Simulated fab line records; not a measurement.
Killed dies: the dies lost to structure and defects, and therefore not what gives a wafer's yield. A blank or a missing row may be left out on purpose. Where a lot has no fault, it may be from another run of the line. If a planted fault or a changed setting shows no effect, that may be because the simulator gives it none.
Matching of chambers ; flow nand_harc ; 4 sister chambers for NHARC_A_CHANNEL_FILL_D2_CMP_10 on cmp-04
The step polishes, target thk 150 nm. 4 wafers are shown with their chamber, then 12 later ones without.

WAFERS WITH THEIR CHAMBER
wafer;chamber;motor_current_A (A)
L089.5;0;9.4
L090.1;2;10.1
L090.2;3;11.6
L090.5;1;11.3

WAFERS WITH NO CHAMBER GIVEN
wafer;motor_current_A (A)
L091.2;11.7
L091.4;9.8
L091.5;11.5
L092.1;11.7
L092.2;10.4
L092.3;9.4
L094.3;11.7
L094.4;9.7
L094.5;11.1
L096.2;10.5
L096.4;11.8
L096.6;11.1

WHICH CHAMBER EACH ONE RAN IN
wafer;from the rows above;in truth
L091.2;can't be placed: 3 or 1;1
L091.4;can't be placed: 2 or 0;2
L091.5;can't be placed: 3 or 1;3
L092.1;can't be placed: 3 or 1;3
L092.2;2;2
L092.3;0;0
L094.3;can't be placed: 3 or 1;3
L094.4;can't be placed: 0 or 2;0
L094.5;can't be placed: 1 or 3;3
L096.2;can't be placed: 2 or 1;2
L096.4;can't be placed: 3 or 1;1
L096.6;can't be placed: 1 or 3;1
Correct placement for 2 of the 12. Can't be placed from these rows: 10 (the true chamber is among the candidates in 10). 0 placed wrongly.
How it was worked out, from the rows above alone: a wafer's distance from a chamber is the root of the sum, over the readings, of the square of ((its reading less the chamber's mean) divided by the reading's scatter). The wafer belongs to the nearest chamber; if the next one is less than 2 further off, it can't be placed. A chamber's mean is the mean of its shown wafers. The scatter (one wafer shown for each chamber): square how far every hidden wafer sits from the nearest shown wafer, average those squares and take the square root.
